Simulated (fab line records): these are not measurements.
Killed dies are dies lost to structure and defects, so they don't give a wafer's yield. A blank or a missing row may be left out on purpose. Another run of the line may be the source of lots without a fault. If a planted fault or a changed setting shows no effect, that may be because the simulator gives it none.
The tool behind it: which one?	flow n5Finfet	Sampling: 14 lots, 42 wafers, 4 of 1938 route steps

## WHAT EACH GAUGE READ, for each wafer
No reading from a measuring or inspecting step in the record can be judged against a usual standard deviation.

## WHAT TOOL EACH LOT RAN ON (gives the tool, then ch and the chambers of the sampled wafers, and finally the start)
lot	N5_BEOL_M5_PRE_CLEAN_77	N5_BEOL_M5_CO_CAP_78	N5_BEOL_M6_HM_DEP_02	N5_BEOL_M6_DEVELOP_10
L972	cvdCo-01 ch 1,2, day 8 12:20	cvdCo-01 ch 1,2, day 8 12:23	pvdSputter-02, day 8 14:11	lithoTrack-01 ch 0, day 8 14:37
L973	cvdCo-01 ch 0,2, day 8 17:42	cvdCo-01 ch 0,2, day 8 17:44	pvdSputter-01, day 8 19:59	lithoTrack-02 ch 0, day 8 20:19
L975	cvdCo-01 ch 1,2, day 9 02:07	cvdCo-01 ch 1,2, day 9 02:10	pvdSputter-03, day 9 04:26	lithoTrack-02 ch 0, day 9 04:53
L976	cvdCo-02 ch 0,1, day 9 04:50	cvdCo-02 ch 0,1, day 9 04:52	pvdSputter-02, day 9 06:05	lithoTrack-02 ch 0, day 9 06:31
L977	cvdCo-02 ch 0,1,2, day 9 12:59	cvdCo-02 ch 0,1,2, day 9 13:02	pvdSputter-03, day 9 14:10	lithoTrack-01 ch 0, day 9 14:37
L980	cvdCo-02 ch 0,1,2, day 10 04:59	cvdCo-02 ch 0,1,2, day 10 05:02	pvdSputter-01, day 10 07:13	lithoTrack-02 ch 0, day 10 07:31
L981	cvdCo-02 ch 0,1,2, day 10 17:16	cvdCo-02 ch 0,1,2, day 10 17:18	pvdSputter-03, day 10 20:21	lithoTrack-04 ch 0, day 10 20:41
L984	cvdCo-01 ch 0,1,2, day 11 12:24	cvdCo-01 ch 0,1,2, day 11 12:26	pvdSputter-03, day 11 16:55	lithoTrack-02, day 11 17:22
L985	cvdCo-01 ch 0,2, day 12 01:04	cvdCo-01 ch 0,2, day 12 01:06	pvdSputter-03, day 12 05:46	lithoTrack-02, day 12 06:05
L991	cvdCo-02 ch 0,1,2, day 13 09:14	cvdCo-02 ch 0,1,2, day 13 09:16	pvdSputter-03, day 13 10:11	lithoTrack-04 ch 0, day 13 10:31
L992	cvdCo-02 ch 0,1,2, day 14 07:19	cvdCo-02 ch 0,1,2, day 14 07:22	pvdSputter-02, day 14 09:06	lithoTrack-04 ch 0, day 14 09:25
L993	cvdCo-02 ch 0,1,2, day 14 11:27	cvdCo-02 ch 0,1,2, day 14 11:29	pvdSputter-02, day 14 12:43	lithoTrack-01 ch 0, day 14 13:09
L995	cvdCo-01 ch 0,2, day 15 05:01	cvdCo-01 ch 0,2, day 15 05:03	pvdSputter-03, day 15 09:19	lithoTrack-04 ch 0, day 15 09:46
L994	cvdCo-02 ch 0,1,2, day 15 20:01	cvdCo-02 ch 0,1,2, day 15 20:04	pvdSputter-01, day 15 22:04	lithoTrack-01 ch 0, day 15 22:23
- N5_BEOL_M5_PRE_CLEAN_77: time 15 s.
- N5_BEOL_M5_CO_CAP_78: material Co, precursor CCTBA/H2, target thk 2 nm, time 102.1 s.
- N5_BEOL_M6_HM_DEP_02: deposits TiN, target thk 20 nm.
- N5_BEOL_M6_DEVELOP_10: develop time 30 s.

## AS READ BY THE TOOLS THEMSELVES (means over the sampled wafers that have a number; for cases with no such wafer, the mark the record gives instead)
N5_BEOL_M5_PRE_CLEAN_77. Usual: heaterPowerW 88 W, standard deviation 12.
lot	tool	heaterPowerW (W)	flag
L972	cvdCo-01	96	
L973	cvdCo-01	89	
L975	cvdCo-01	96	
L976	cvdCo-02	93	
L977	cvdCo-02	84	
L980	cvdCo-02	83	
L981	cvdCo-02	84	
L984	cvdCo-01	93	
L985	cvdCo-01	88	
L991	cvdCo-02	85	
L992	cvdCo-02	86	
L993	cvdCo-02	86	
L995	cvdCo-01	91	
L994	cvdCo-02	79	

N5_BEOL_M5_CO_CAP_78. Usual: heaterPowerW 240 W, standard deviation 15.
lot	tool	heaterPowerW (W)	flag
L972	cvdCo-01	244	
L973	cvdCo-01	238	
L975	cvdCo-01	251	
L976	cvdCo-02	247	
L977	cvdCo-02	236	
L980	cvdCo-02	233	
L981	cvdCo-02	233	
L984	cvdCo-01	246	
L985	cvdCo-01	239	
L991	cvdCo-02	235	
L992	cvdCo-02	231	
L993	cvdCo-02	234	
L995	cvdCo-01	243	
L994	cvdCo-02	226	

N5_BEOL_M6_HM_DEP_02. Usual: throttleValvePct 29.4 %, standard deviation 1.3.
lot	tool	throttleValvePct (%)	flag
L972	pvdSputter-02	31.0	
L973	pvdSputter-01	29.7	
L975	pvdSputter-03	28.1	
L976	pvdSputter-02	29.6	
L977	pvdSputter-03	29.6	
L980	pvdSputter-01	28.9	
L981	pvdSputter-03	28.4	
L984	pvdSputter-03	28.2	
L985	pvdSputter-03	29.9	
L991	pvdSputter-03	29.4	
L992	pvdSputter-02	30.3	
L993	pvdSputter-02	30.2	
L995	pvdSputter-03	28.6	
L994	pvdSputter-01	29.6	

N5_BEOL_M6_DEVELOP_10. Usual: chillPlateTempC 22.99 C, standard deviation 0.094; resistLineTempC 22.99 C, standard deviation 0.11.
lot	tool	chillPlateTempC (C)	resistLineTempC (C)	flag
L972	lithoTrack-01	22.97	22.92	
L973	lithoTrack-02	22.99	22.93	
L975	lithoTrack-02	22.87	23.07	
L976	lithoTrack-02	22.98	22.91	
L977	lithoTrack-01	23.06	22.96	
L980	lithoTrack-02	23.10	23.01	
L981	lithoTrack-04	22.95	23.04	
L984	lithoTrack-02	-	-	OFF
L985	lithoTrack-02	-	-	OFF
L991	lithoTrack-04	22.98	23.17	
L992	lithoTrack-04	22.99	22.96	
L993	lithoTrack-01	22.92	23.06	
L995	lithoTrack-04	22.99	23.11	
L994	lithoTrack-01	23.05	23.05	

## THE ANSWER, worked out from the rows above alone
Rule: take the mean of a lot's wafers that have a number; if it is more than 3 standard deviations from the usual mean, the lot is off. Also off: a lot with no number at a reading for which 4 or more lots have one. The other lots that the step has rows for count as sound. Order of review: gauges by route order, followed by the tools' own readings, for which a lot's mean as printed above is used. At the first step where some lot is off, the reading lying furthest off is the one used; lots without a number count as furthest.
Off, at N5_BEOL_M6_DEVELOP_10 on chillPlateTempC: L984, L985. Without a number there: L984, L985.
A tool fits if, at that step or a process step before it, it ran every lot that is off, and no sound lot after the first of them. One fits: N5_BEOL_M6_DEVELOP_10 on lithoTrack-02. A fault onset in the window from L980 (day 10 07:31, its last sound lot) to L984 (day 11 17:22, its first lot off) fits.
Blank at N5_BEOL_M6_DEVELOP_10 on the lots that are off, where sound lots have numbers: chillPlateTempC, resistLineTempC.

## WHAT THE SIMULATOR HAD INSERTED
Entire step skipped (lithoTrack-02, N5_BEOL_M6_DEVELOP_10), from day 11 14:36 onward. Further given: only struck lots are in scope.
Struck lots among those shown: L984, L985. The rule given above showed the same thing.
